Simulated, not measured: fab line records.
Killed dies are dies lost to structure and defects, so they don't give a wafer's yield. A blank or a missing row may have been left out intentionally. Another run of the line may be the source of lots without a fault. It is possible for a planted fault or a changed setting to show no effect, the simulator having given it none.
fab line records    flow n5-finfet
[record] lots = 4  wafers = 12  last-day = 16
route steps=1938 shown BEOL_M0_SAQP@652 BEOL_M4@1111 PASSIVATION@1936
lots that met no fault: taken from a fault-free run of the same line
start-h: hours from the record's opening day to when the first of the lot's shown wafers began    wait-h: time in hours since the lot's previous step    " same as the row above    L1.1+2: one row covering several wafers at once    - no value present, or no start provided    * or withheld: withheld    < > ~ a bound
route shown NAME@n: NAME is a module with steps in the file, n the number in the route of the first one    usual: mean and standard deviation over wafers with no fault    same: alike in all rows    chamber/n: place in a boat    sites: the reading at each site    _std_site: how widely they spread, as a standard deviation    _edge_site: mean of outer sites minus mean of inner sites    radius-mm: for every site, how far away it sits from the centre of the wafer    mask NAME#n: copy n    behind: tool/chamber where the wafer was last shaped    hold: reason for holding the lot/hours on hold/outcome of the hold    device: transistor that didn't switch, given as n, p or np    end of line: at the end of the route, the tests of the same wafers    a step without rows: its recipe alone    killed: the dies lost at the first sort to structure and to defects; this is not the yield of the wafer    map: dies across one wafer; x = killed, . = not, _ = none there
set.NAME: the run value of the setting; set.NAME@STEP: its run value at that earlier step    model.NAME: the simulator's own value behind a step, which no gauge read
a table for each step, a row for each wafer; lots at some steps of the route
services: the hour from which a tool's chamber was out of use, counted from the record's first day as start-h (under 0 if before that day), plus the number of hours and why
[[steps]]
[step N5_BEOL_M0_SAQP_DESCUM_19]
[recipe] chemistry = O2  time-s = 7.9  source-power-w = 50  bias-power-w = 20  pressure-mtorr = 20  rf-frequency-hz = 2.712e+07  temp-c = 40  resist = CAR-ArF  o2-flow-sccm = 225
[step N5_BEOL_M0_SAQP_ETCH_83]
[recipe] chemistry = CF4  target = SiARC  target-depth-a = 390  mask-material = CAR-ArF  time-s = 65  ion-energy-ev = 80  pressure-mtorr = 40  source-w = 545  bias-w = 36  Ar_flow_sccm = 100  cf4-flow-sccm = 100  ends = cleared
[step N5_BEOL_M0_SAQP_ETCH_84]
[recipe] chemistry = N2/H2  target = SOC  target-depth-a = 1000  overetch-a = 200  mask-material = SiARC  temp-c = 40  time-s = 150  ion-energy-ev = 200  pressure-mtorr = 30  source-w = 840  bias-w = 150  n2-flow-sccm = 200  h2-flow-sccm = 200
[step N5_BEOL_M0_SAQP_STRIP_80]
[recipe] chemistry = N2/H2  temp-c = 40  n2-flow-sccm = 200  h2-flow-sccm = 200  rf-frequency-hz = 6e+07
[step N5_BEOL_M0_SAQP_HM_OPEN_112]
[recipe] chemistry = CHF3/O2  target = SiO2  stop-on = a-Si  target-depth-a = 120  over-etch-frac = 1.25  mask-material = SOC  time-s = 13.5  pressure-mtorr = 30  source-w = 650  bias-w = 170  Ar_flow_sccm = 200  CHF3_flow_sccm = 50  O2_flow_sccm = 5  ion-energy-ev = 200  ends = end-point
[step N5_BEOL_M0_SAQP_STRIP_113]
[recipe] chemistry = CHF3/O2  resist = SiARC  rf-frequency-hz = 6e+07
[step N5_BEOL_M0_SAQP_MANDREL_ETCH_20]
[recipe] target-depth-a = 600  chemistry = HBr/Cl2  target = a-Si  stop-on = SiNx  bt-time-s = 10  mask-material = SOC  over-etch-frac = 0.5  time-s = 30  pressure-mtorr = 10  icp-w = 800  bias-w = 75  HBr_flow_sccm = 150  Cl2_flow_sccm = 80  ends = end-point
[step N5_BEOL_M0_SAQP_STRIP_86]
[recipe] chemistry = N2/H2  power-w = 500  temp-c = 40  pressure-mtorr = 50  rf-frequency-hz = 6e+07  overash-fraction = 0.3  bias-power-w = 28  h2-frac = 0.5  n2-flow-sccm = 300  h2-flow-sccm = 300
[step N5_BEOL_M0_SAQP_STRIP_115]
[recipe] chemistry = post-etch-residue-remover  time-s = 60  temp-c = 25  remover-ph = withheld  remover-water-wt-pct = withheld  remover-fluoride-wt-pct = withheld
[step N5_BEOL_M0_SAQP_SRD_93]
[recipe] dry = ipa-marangoni  time-s = 30  temp-c = 23  rinse-liquid = diw
[step N5_BEOL_M0_SAQP_RECESS_114]
[recipe] chemistry = HF/NH3  target = SiO2  target-depth-a = 144  afs-cycles = 3  temp-c = 30  sublimation-temp-c = 180  sublimation-time-s = 60
[step N5_BEOL_M0_SAQP_SPACER1_ALD_98]
[recipe] material = SiO2  target-thk-a = 128  temp-c = 300  ald-precursor-family = BDEAS  ald-co-reactant = O2-plasma  pulse-time-s = 1  purge-time-s = 2  co-reactant-purge-time-s = 2  ald-cycles = 138  pressure-torr = 2
[usual] ald-cycles = 138/0  heater-power-w = 484/41  precursor-pulse-height-rel = 1.000/0.02  susceptor-temp-C = 300.02/0.2
[same] pulse-time-s = 1
lot.wafer  tool        chamber  start-h  wait-h  ald-cycles  heater-power-w  precursor-pulse-height-rel  susceptor-temp-C  model.SiO2_of_BEOL_M0_SAQP_SPACER1_ALD_98.thk-nm
L441.2     ald-sin-04  1        125.99   0.3     138         476             0.998                       300.25            13
L441.3     "           0        "        "       138         488             0.996                       300.05            12.8
L441.5     "           0        "        "       138         479             1.015                       299.83            12.8
L453.2     ald-sin-04  1        203.15   0.3     138         485             0.993                       300.15            12.8
L453.3     "           3        "        "       103         470             1.028                       299.80            9.4
L453.5     "           3        "        "       103         467             1.011                       300.00            9.4
L454.1     ald-sin-04  3        207.78   0.3     103         464             0.968                       299.95            9.6
L454.2     "           2        "        "       138         527             0.968                       300.11            12.8
L454.5     "           3        "        "       103         483             1.015                       299.91            9.4
L455.1     ald-sin-01  3        213.15   0.3     138         409             0.985                       299.74            12.8
L455.3     "           0        "        "       138         493             0.986                       299.88            12.8
L455.4     "           2        "        "       138         554             1.033                       300.30            12.8
[step N5_BEOL_M0_SAQP_SPACER1_ETCHBACK_99]
[recipe] chemistry = CHF3/O2  mode = anisotropic-etchback  target = SiO2  target-depth-a = 154  time-s = 7.7  pressure-mtorr = 30  source-w = 650  bias-w = 170  Ar_flow_sccm = 200  CHF3_flow_sccm = 50  O2_flow_sccm = 5  ion-energy-ev = 200
[step N5_BEOL_M0_SAQP_MANDREL1_REMOVE_100]
[recipe] chemistry = HBr/Cl2/O2  bt-time-s = 10  target = a-Si  stop-on = SiNx  endpoint = OES-SiCl  over-etch-frac = 0.85  icp-w = 600  bias-w = 30  HBr_flow_sccm = 150  Cl2_flow_sccm = 80  O2_flow_sccm = 5  pressure-mtorr = 10
[usual] drypump-motor-current-A = 5.9/0.42  oes-product-au = 1.002/0.016  throttle-valve-pct = 36.6/0.3
lot.wafer  tool       chamber  start-h  wait-h  drypump-motor-current-A  oes-product-au  rf-hours-counter-h  throttle-valve-pct  model.BEOL_M0_SAQP.cd-nm  model.SiO2_of_BEOL_M0_SAQP_SPACER1_ALD_98.thk-nm
L441.2     rie-si-06  0        126.55   0.1     6.1                      1.001           89                  36.2                13                        7.6
L441.3     "          1        "        "       6.7                      1.000           34                  36.9                12.8                      7.4
L441.5     "          0        "        "       6.1                      0.994           -                   36.2                12.8                      7.4
L453.2     rie-si-02  0        203.77   0.1     5.8                      1.029           127                 36.7                12.8                      7.4
L453.3     "          1        "        "       5.7                      0.994           114                 36.3                9.4                       4.4
L453.5     "          2        "        "       6.5                      1.028           -                   36.5                9.4                       4.4
L454.1     rie-si-03  1        208.58   0.1     6.5                      1.026           136                 36.2                9.4                       4.4
L454.2     "          2        "        "       5.9                      1.016           2                   36.6                12.8                      7.4
L454.5     "          3        "        "       6.3                      0.983           -                   37.1                9.6                       4.4
L455.1     rie-si-06  1        213.72   0.1     6.7                      1.007           36                  37.0                12.8                      7.4
L455.3     "          3        "        "       5.3                      1.011           35                  36.9                13                        7.4
L455.4     "          2        "        "       5.9                      0.977           141                 36.3                12.8                      7.4
[step N5_BEOL_M0_SAQP_CD_MEAS_25]
[recipe] target-cd-nm = 13.1  landing-energy-ev = 1000  detector = se-inlens
[usual] cd-nm = 12.78/0.22
lot.wafer  tool       chamber  start-h  wait-h  cd-nm
L441.2     cd-sem-01  0        126.66   0.1     13.26
L441.3     "          0        "        "       12.79
L441.5     "          0        "        "       12.72
L453.2     cd-sem-02  0        203.88   0.1     12.48
L453.3     "          0        "        "       9.60
L453.5     "          0        "        "       9.27
L454.1     cd-sem-03  0        208.69   0.1     9.62
L454.2     "          0        "        "       12.57
L454.5     "          0        "        "       9.26
L455.1     cd-sem-02  0        213.83   0.1     13.17
L455.3     "          0        "        "       13.28
L455.4     "          0        "        "       12.51
[step N5_BEOL_M0_SAQP_ETCH_101]
[recipe] chemistry = CH3F/O2  target = SiNx  mask-material = SiO2  target-depth-a = 299  time-s = 42.7  pressure-mtorr = 30  source-w = 395  bias-w = 73  Ar_flow_sccm = 150  CH3F_flow_sccm = 30  O2_flow_sccm = 20  ion-energy-ev = 120
[step N5_BEOL_M0_SAQP_ETCH_102]
[recipe] chemistry = CF4  target = SiO2  target-depth-a = 40  ion-energy-ev = 350  time-s = 4.4  pressure-mtorr = 10  icp-w = 800  bias-w = 400  cf4-flow-sccm = 80
[step N5_BEOL_M0_SAQP_MANDREL_ETCH_103]
[recipe] chemistry = HBr/Cl2  target = a-Si  target-depth-a = 450  bt-time-s = 10  stop-on = SiCN  mask-material = SiO2  over-etch-frac = 0.8  time-s = 27  pressure-mtorr = 10  icp-w = 800  bias-w = 75  HBr_flow_sccm = 150  Cl2_flow_sccm = 80  ends = end-point
[step N5_BEOL_M0_SAQP_RECESS_104]
[recipe] chemistry = HF/NH3  target = SiO2  target-depth-a = 180  afs-cycles = 3  temp-c = 30  sublimation-temp-c = 180  sublimation-time-s = 60
[step N5_BEOL_M0_SAQP_COAT_105]
[recipe] resist = SOC  temp-c = 250  time-s = 60  spin-rpm = 1500  resist-thk-nm = 100
[step N5_BEOL_M0_SAQP_ETCH_106]
[recipe] chemistry = N2/H2  target = SOC  target-depth-a = 1500  stop-on = SiNx  ion-energy-ev = 100  bias-w = 61  pressure-mtorr = 30  source-w = 850  n2-flow-sccm = 200  h2-flow-sccm = 200
[step N5_BEOL_M0_SAQP_ETCH_107]
[recipe] chemistry = CH3F/O2  target = SiNx  target-depth-a = 300  mask-material = SOC  pressure-mtorr = 30  source-w = 395  bias-w = 73  Ar_flow_sccm = 150  CH3F_flow_sccm = 30  O2_flow_sccm = 20  ion-energy-ev = 120
[step N5_BEOL_M0_SAQP_STRIP_108]
[recipe] chemistry = N2/H2  power-w = 500  temp-c = 40  pressure-mtorr = 50  rf-frequency-hz = 6e+07  overash-fraction = 0.3  bias-power-w = 28  h2-frac = 0.5  n2-flow-sccm = 300  h2-flow-sccm = 300
[step N5_BEOL_M0_SAQP_RECESS_109]
[recipe] chemistry = HF/NH3  target = SiO2  target-depth-a = 30  afs-cycles = 1  temp-c = 30  sublimation-temp-c = 180  sublimation-time-s = 60
[step N5_BEOL_M0_SAQP_SPACER2_ALD_26]
[recipe] material = SiO2  target-thk-a = 150  temp-c = 300  ald-precursor-family = BDEAS  ald-co-reactant = O2-plasma  pulse-time-s = 1  purge-time-s = 2  co-reactant-purge-time-s = 2  pressure-torr = 2
[step N5_BEOL_M0_SAQP_SPACER2_ETCHBACK_27]
[recipe] chemistry = CHF3/O2  mode = anisotropic-etchback  target = SiO2  target-depth-a = 225  time-s = 11.25  pressure-mtorr = 30  source-w = 650  bias-w = 170  Ar_flow_sccm = 200  CHF3_flow_sccm = 50  O2_flow_sccm = 5  ion-energy-ev = 200
[step N5_BEOL_M0_SAQP_MANDREL2_REMOVE_110]
[recipe] chemistry = HBr/Cl2/O2  bt-time-s = 10  target = a-Si  stop-on = SiCN  endpoint = OES-SiCl  over-etch-frac = 1  icp-w = 600  bias-w = 30  HBr_flow_sccm = 150  Cl2_flow_sccm = 80  O2_flow_sccm = 5  pressure-mtorr = 10
[step N5_BEOL_M0_SAQP_COAT_69]
[recipe] resist = SOC  temp-c = 250  time-s = 60  spin-rpm = 1500  resist-thk-nm = 90
[step N5_BEOL_M0_SAQP_COAT_72]
[recipe] resist = SiARC  temp-c = 220  time-s = 60  spin-rpm = 1500  resist-thk-nm = 15
[step N5_BEOL_M0_SAQP_COAT_87]
[recipe] resist = underlayer  temp-c = 205  time-s = 60  spin-rpm = 1500  resist-thk-nm = 5
[step N5_BEOL_M0_SAQP_COAT_34]
[recipe] resist = CAR-EUV  spin-rpm = 1500  resist-thk-nm = 30
[step N5_BEOL_M0_SAQP_EBR_36]
[recipe] solvent = PGMEA  ebr-width-mm = 1.5
[step N5_BEOL_M0_SAQP_SOFTBAKE_35]
[recipe] temp-c = 110  time-s = 60  resist = CAR-EUV
[step N5_BEOL_M0_SAQP_EXPOSE_37]
[recipe] mask-id = M0_CUT1  na = 0.33  source-shape = annular  sigma-inner = 0.35  sigma-outer = 0.8  polarization = unpolarized  target-cd-nm = 30  dose-mj = 44.75
[step N5_BEOL_M0_SAQP_PEB_38]
[recipe] peb-temp-c = 100  peb-time-s = 60  resist = CAR-EUV
[step N5_BEOL_M0_SAQP_DEVELOP_39]
[recipe] develop-time-s = 30  developer = TMAH  resist = CAR-EUV  rinse-liquid = surfactant-rinse  dry = air-spin  dev-temp-c = 23
[step N5_BEOL_M0_SAQP_DESCUM_45]
[recipe] chemistry = O2  time-s = 7  source-power-w = 50  bias-power-w = 20  pressure-mtorr = 20  rf-frequency-hz = 2.712e+07  temp-c = 40  resist = CAR-EUV  o2-flow-sccm = 225
[step N5_BEOL_M4_RC_MEAS_101]
[usual] DIBL_N = 36.5/1.9  DIBL_P = 36.7/2.1  IOFF_N = 0.17/0.035  IOFF_P = 0.22/0.042  ION_N = 676/10  ION_P = 462/8.1  SS_N = 71.5/0.72  SS_P = 73.4/0.7  VT_N = 249/3.1  VT_P = -250/3.9
lot.wafer  tool       chamber  start-h  wait-h  DIBL_N[mV/V]  DIBL_P[mV/V]  IOFF_N[nA/um]  IOFF_P[nA/um]  ION_N[uA/um]  ION_P[uA/um]  SS_N[mV/dec]  SS_P[mV/dec]  VT_N[mV]  VT_P[mV]
L441.2     prober-01  0        178.45   0.2     40.4          40.2          0.23           0.29           677           469           72.8          74.1          245       -248
L441.3     "          0        "        "       33.4          31.6          0.10           0.15           653           451           70.1          72.6          254       -253
L441.5     "          0        "        "       34.9          33.5          0.11           0.17           652           456           70.4          72.4          257       -252
L453.2     prober-01  0        264.08   0.2     36.8          37.6          0.18           0.19           680           451           72.1          73.2          247       -255
L454.2     prober-01  0        269.08   0.2     39.1          37.3          0.21           0.22           667           457           72.8          73.4          246       -250
L455.1     prober-02  0        279.55   0.0     37.2          37.5          0.18           0.28           681           479           71.7          74.4          249       -242
L455.3     "          0        "        "       36.6          35.9          0.18           0.25           679           466           71.1          73.5          249       -244
L455.4     "          0        "        "       36.9          37.4          0.19           0.29           694           482           71.2          73.7          246       -239
[step N5_PASSIVATION_PROBE_49]
[usual] defect-limited-yield = 91.4/1.5  killed_at_M0_to_M3 = 35/12  killed_at_M4_up = 13/5.8  killed-at-contacts = 12/5.5  killed-at-front-end = 36/9.9  killed-at-other = 4/3.7  killed-dies = 101/18  killed-on-rim = 13/4.1  killed-open = 66/13  killed-short = 33/8  sort_bin_5_function = 5.0/1  sort_bin_6_memory = 3.2/0.67  sort-n-pass = 1079/18  sort-yield-pct = 91.4/1.5
[same] gross-dies = 1180  killed-at-back-side = 0  sort_bin_4_leakage[%] = 0  sort_bin_8_speed[%] = 0
lot.wafer  tool       chamber  start-h  wait-h  defect-limited-yield[%]  killed_at_M0_to_M3  killed_at_M4_up  killed-at-contacts  killed-at-front-end  killed-at-other  killed-dies  killed-on-rim  killed-open  killed-short  sort_bin_5_function[%]  sort_bin_6_memory[%]  sort-n-pass  sort-yield-pct[%]
L441.2     prober-02  -        290.33   0.1     90.8                     40                  25               13                  29                   1                108          13             81           26            5.7                     3.2                   1072         90.8
L441.3     prober-02  -        290.38   0.1     91.8                     32                  26               12                  27                   0                97           14             72           25            4.5                     3.1                   1083         91.8
L441.5     prober-02  -        290.48   0.2     92.5                     38                  17               8                   23                   2                88           10             60           27            4.3                     3.0                   1092         92.5
L453.2     prober-02  -        371.62   0.1     90.9                     60                  24               3                   16                   4                107          14             73           34            4.7                     4.0                   1073         90.9
L453.3     prober-02  -        371.67   0.1     0                        1107                11               8                   49                   5                1180         152            77           36            95.3                    3.4                   0            0
L453.5     prober-02  -        371.77   0.2     0                        1137                12               2                   21                   8                1180         152            63           35            95.6                    4.1                   0            0
L454.1     prober-02  -        377.08   0.0     0                        1108                7                12                  44                   9                1180         152            57           25            96.1                    3.0                   0            0
L454.2     prober-02  -        377.13   0.1     91.4                     27                  8                17                  30                   20               102          8              67           33            5.1                     3.3                   1078         91.4
L454.5     prober-02  -        377.28   0.2     0                        1110                6                16                  34                   14               1180         152            53           43            96.2                    2.8                   0            0
L455.1     prober-01  -        380.61   0.0     88.1                     62                  8                24                  39                   7                140          25             99           40            6.9                     4.7                   1040         88.1
L455.3     prober-01  -        380.71   0.1     88.8                     55                  6                23                  41                   7                132          17             80           50            6.4                     4.3                   1048         88.8
L455.4     prober-01  -        380.76   0.2     88.6                     63                  6                26                  27                   12               134          21             86           45            7.6                     3.6                   1046         88.6
// killed by level:class
L441.2 MOL_CONTACT_COAG:geometric-particle:open=13 BEOL_M4:geometric-particle:open=13 BEOL_M3:geometric-particle:open=12 BEOL_M2:geometric-particle:open=11 STI_FIN_REVEAL:geometric-particle:open=8 FIN_SAQP:geometric-particle:short=6 DUMMY_GATE:geometric-particle:open=5 BEOL_M0_SAQP:geometric-particle:open=5
L441.3 BEOL_M4:geometric-particle:open=13 MOL_CONTACT_COAG:geometric-particle:open=9 BEOL_M3:geometric-particle:open=9 BEOL_M2:geometric-particle:open=8 DUMMY_GATE:geometric-particle:open=5 BEOL_M0_SAQP:geometric-particle:open=5 FIN_SAQP:geometric-particle:open=4 STI_FIN_REVEAL:geometric-particle:open=4
L441.5 STI_FIN_REVEAL:geometric-particle:open=12 BEOL_M3:geometric-particle:open=9 MOL_CONTACT_COAG:geometric-particle:open=7 BEOL_M4:geometric-particle:open=6 BEOL_M2:geometric-particle:open=5 BEOL_M2:geometric-particle:short=5 BEOL_M0_SAQP:geometric-particle:open=4 BEOL_M0_SAQP:geometric-particle:short=4
L453.2 BEOL_M1:geometric-particle:open=12 BEOL_M0_SAQP:geometric-particle:short=12 BEOL_M0_SAQP:geometric-particle:open=11 BEOL_M4:geometric-particle:open=10 BEOL_M2:geometric-particle:open=9 BEOL_M3:geometric-particle:open=8 BEOL_M5:geometric-particle:open=6 GATE_CUT:geometric-particle:short=5
L453.3 BEOL_M0_SAQP:area-ald=1052 HKMG_FIN:area-etch=14 BEOL_M1:geometric-particle:open=12 BEOL_M0_SAQP:geometric-particle:open=10 DUMMY_GATE:geometric-particle:open=9 BEOL_M2:geometric-particle:open=8 FIN_SAQP:geometric-particle:open=7 BEOL_M0_SAQP:geometric-particle:short=7
L453.5 BEOL_M0_SAQP:area-ald=1082 BEOL_M0_SAQP:geometric-particle:open=17 BEOL_M0_SAQP:geometric-particle:short=17 BEOL_M1:geometric-particle:open=12 BEOL_M5:geometric-particle:open=7 STARTING-WAFER:geometric-particle:short=5 PASS1_CAP:geometric-particle:open=4 FIN_SAQP:geometric-particle:short=3
L454.1 BEOL_M0_SAQP:area-ald=1089 MOL_CONTACT_COAG:geometric-particle:open=10 STI_FIN_REVEAL:geometric-particle:open=9 HKMG_FIN:area-etch=9 FIN_SAQP:geometric-particle:open=7 FIN_SAQP:geometric-particle:short=6 BEOL_M0_SAQP:geometric-particle:open=5 MIM_BOT:geometric-particle:short=5
L454.2 MOL_CONTACT_COAG:geometric-particle:open=13 BEOL_M3:geometric-particle:open=9 BEOL_M2:geometric-particle:open=8 STI_FIN_REVEAL:geometric-particle:open=6 FIN_SAQP:geometric-particle:open=5 BEOL_M0_SAQP:geometric-particle:open=5 FIN_SAQP:geometric-particle:short=4 PASS1_CAP:geometric-particle:short=4
L454.5 BEOL_M0_SAQP:area-ald=1076 MOL_CONTACT_COAG:geometric-particle:open=13 BEOL_M3:geometric-particle:open=8 BEOL_M0_SAQP:geometric-particle:open=8 HKMG_FIN:area-etch=8 BEOL_M0_SAQP:geometric-particle:short=7 MIM_BOT:geometric-particle:short=7 FIN_SAQP:geometric-particle:short=5
L455.1 BEOL_M3:geometric-particle:open=19 MOL_CONTACT_COAG:geometric-particle:open=18 BEOL_M0_SAQP:geometric-particle:open=9 BEOL_M1:geometric-particle:open=9 GATE_CUT:geometric-particle:short=8 BEOL_M2:geometric-particle:open=8 FIN_SAQP:geometric-particle:open=7 DUMMY_GATE:geometric-particle:open=7
L455.3 MOL_CONTACT_COAG:geometric-particle:open=17 BEOL_M3:geometric-particle:open=14 BEOL_M2:geometric-particle:open=13 BEOL_M1:geometric-particle:short=11 FIN_SAQP:geometric-particle:open=7 GATE_CUT:geometric-particle:open=7 STI_FIN_REVEAL:geometric-particle:open=6 MOL_CONTACT_COAG:geometric-particle:short=6
L455.4 MOL_CONTACT_COAG:geometric-particle:open=21 BEOL_M3:geometric-particle:open=15 BEOL_M0_SAQP:geometric-particle:short=12 BEOL_M1:geometric-particle:open=11 BEOL_M2:geometric-particle:open=8 BEOL_M0_SAQP:geometric-particle:open=7 DUMMY_GATE:geometric-particle:open=6 GATE_CUT:geometric-particle:short=6
// map L453.3 (x killed, . not)
_________________xxxxxxxxxxxx________________
______________xxxxxxxxxxxxxxxxxx_____________
___________xxxxxxxxxxxxxxxxxxxxxxxx__________
__________xxxxxxxxxxxxxxxxxxxxxxxxxx_________
________xxxxxxxxxxxxxxxxxxxxxxxxxxxxxx_______
_______xxxxxxxxxxxxxxxxxxxxxxxxxxxxxxxx______
______xxxxxxxxxxxxxxxxxxxxxxxxxxxxxxxxxx_____
_____xxxxxxxxxxxxxxxxxxxxxxxxxxxxxxxxxxxx____
____xxxxxxxxxxxxxxxxxxxxxxxxxxxxxxxxxxxxxx___
___xxxxxxxxxxxxxxxxxxxxxxxxxxxxxxxxxxxxxxxx__
___xxxxxxxxxxxxxxxxxxxxxxxxxxxxxxxxxxxxxxxx__
__xxxxxxxxxxxxxxxxxxxxxxxxxxxxxxxxxxxxxxxxxx_
__xxxxxxxxxxxxxxxxxxxxxxxxxxxxxxxxxxxxxxxxxx_
_xxxxxxxxxxxxxxxxxxxxxxxxxxxxxxxxxxxxxxxxxxxx
_xxxxxxxxxxxxxxxxxxxxxxxxxxxxxxxxxxxxxxxxxxxx
_xxxxxxxxxxxxxxxxxxxxxxxxxxxxxxxxxxxxxxxxxxxx
_xxxxxxxxxxxxxxxxxxxxxxxxxxxxxxxxxxxxxxxxxxxx
_xxxxxxxxxxxxxxxxxxxxxxxxxxxxxxxxxxxxxxxxxxxx
_xxxxxxxxxxxxxxxxxxxxxxxxxxxxxxxxxxxxxxxxxxxx
_xxxxxxxxxxxxxxxxxxxxxxxxxxxxxxxxxxxxxxxxxxxx
_xxxxxxxxxxxxxxxxxxxxxxxxxxxxxxxxxxxxxxxxxxxx
__xxxxxxxxxxxxxxxxxxxxxxxxxxxxxxxxxxxxxxxxxx_
__xxxxxxxxxxxxxxxxxxxxxxxxxxxxxxxxxxxxxxxxxx_
___xxxxxxxxxxxxxxxxxxxxxxxxxxxxxxxxxxxxxxxx__
___xxxxxxxxxxxxxxxxxxxxxxxxxxxxxxxxxxxxxxxx__
____xxxxxxxxxxxxxxxxxxxxxxxxxxxxxxxxxxxxxx___
_____xxxxxxxxxxxxxxxxxxxxxxxxxxxxxxxxxxxx____
______xxxxxxxxxxxxxxxxxxxxxxxxxxxxxxxxxx_____
_______xxxxxxxxxxxxxxxxxxxxxxxxxxxxxxxx______
________xxxxxxxxxxxxxxxxxxxxxxxxxxxxxx_______
__________xxxxxxxxxxxxxxxxxxxxxxxxxx_________
___________xxxxxxxxxxxxxxxxxxxxxxxx__________
______________xxxxxxxxxxxxxxxxxx_____________
_________________xxxxxxxxxxxx________________
// map L454.1 (x killed, . not)
_________________xxxxxxxxxxxx________________
______________xxxxxxxxxxxxxxxxxx_____________
___________xxxxxxxxxxxxxxxxxxxxxxxx__________
__________xxxxxxxxxxxxxxxxxxxxxxxxxx_________
________xxxxxxxxxxxxxxxxxxxxxxxxxxxxxx_______
_______xxxxxxxxxxxxxxxxxxxxxxxxxxxxxxxx______
______xxxxxxxxxxxxxxxxxxxxxxxxxxxxxxxxxx_____
_____xxxxxxxxxxxxxxxxxxxxxxxxxxxxxxxxxxxx____
____xxxxxxxxxxxxxxxxxxxxxxxxxxxxxxxxxxxxxx___
___xxxxxxxxxxxxxxxxxxxxxxxxxxxxxxxxxxxxxxxx__
___xxxxxxxxxxxxxxxxxxxxxxxxxxxxxxxxxxxxxxxx__
__xxxxxxxxxxxxxxxxxxxxxxxxxxxxxxxxxxxxxxxxxx_
__xxxxxxxxxxxxxxxxxxxxxxxxxxxxxxxxxxxxxxxxxx_
_xxxxxxxxxxxxxxxxxxxxxxxxxxxxxxxxxxxxxxxxxxxx
_xxxxxxxxxxxxxxxxxxxxxxxxxxxxxxxxxxxxxxxxxxxx
_xxxxxxxxxxxxxxxxxxxxxxxxxxxxxxxxxxxxxxxxxxxx
_xxxxxxxxxxxxxxxxxxxxxxxxxxxxxxxxxxxxxxxxxxxx
_xxxxxxxxxxxxxxxxxxxxxxxxxxxxxxxxxxxxxxxxxxxx
_xxxxxxxxxxxxxxxxxxxxxxxxxxxxxxxxxxxxxxxxxxxx
_xxxxxxxxxxxxxxxxxxxxxxxxxxxxxxxxxxxxxxxxxxxx
_xxxxxxxxxxxxxxxxxxxxxxxxxxxxxxxxxxxxxxxxxxxx
__xxxxxxxxxxxxxxxxxxxxxxxxxxxxxxxxxxxxxxxxxx_
__xxxxxxxxxxxxxxxxxxxxxxxxxxxxxxxxxxxxxxxxxx_
___xxxxxxxxxxxxxxxxxxxxxxxxxxxxxxxxxxxxxxxx__
___xxxxxxxxxxxxxxxxxxxxxxxxxxxxxxxxxxxxxxxx__
____xxxxxxxxxxxxxxxxxxxxxxxxxxxxxxxxxxxxxx___
_____xxxxxxxxxxxxxxxxxxxxxxxxxxxxxxxxxxxx____
______xxxxxxxxxxxxxxxxxxxxxxxxxxxxxxxxxx_____
_______xxxxxxxxxxxxxxxxxxxxxxxxxxxxxxxx______
________xxxxxxxxxxxxxxxxxxxxxxxxxxxxxx_______
__________xxxxxxxxxxxxxxxxxxxxxxxxxx_________
___________xxxxxxxxxxxxxxxxxxxxxxxx__________
______________xxxxxxxxxxxxxxxxxx_____________
_________________xxxxxxxxxxxx________________
[[services]]
tool        chamber  start-h  hours  kind
ald-sin-04  -        115.57   6.1    pm
rie-si-03   2        115.87   4.5    repair
rie-si-06   -        141.29   0.4    repair
rie-si-02   1        156.07   1.9    repair
rie-si-02   0        187.72   4.2    repair
rie-si-06   3        190.75   3.6    repair
[[key]]
[first-sign] step = N5_BEOL_M0_SAQP_SPACER1_ALD_98  reading = ald-cycles  direction = down  sigmas = 99+  usual = *  struck = *
[effect] step = N5_BEOL_M0_SAQP_CD_MEAS_25  reading = cd-nm  direction = down  sigmas = 15  usual = 12.78  struck = 9.44
[effect] step = N5_PASSIVATION_PROBE_49  reading = killed_at_M0_to_M3  direction = up  sigmas = 93  usual = 35  struck = 1116
[model-effect] step = N5_BEOL_M0_SAQP_SPACER1_ALD_98  value = SiO2_of_BEOL_M0_SAQP_SPACER1_ALD_98.thk-nm  without = 12.7  struck = 9.45
[model-effect] step = N5_BEOL_M0_SAQP_MANDREL1_REMOVE_100  value = BEOL_M0_SAQP.cd-nm  without = 12.7  struck = 9.45
[more-kills-born-at] N5_BEOL_M0_SAQP_SPACER1_ALD_98@ald-sin-04 = 4299
met-at N5_BEOL_M0_SAQP_SPACER1_ALD_98
struck-wafers L453.3,L453.5,L454.1,L454.5
later-rows-left-out L453.3,L453.5,L454.1,L454.5
[fault] kind = process-parameter-drift  tool = ald-sin-04  chamber = 3  onset-h = 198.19  steps = N5_BEOL_M0_SAQP_SPACER1_ALD_98  channel = ald-cycles  offset = *  shape = step  end-h = 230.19  acts-in = *  stated = *
// later-rows-left-out: the simulator's readings of these wafers behind a module that went badly wrong aren't trusted and aren't shown, but for the sort
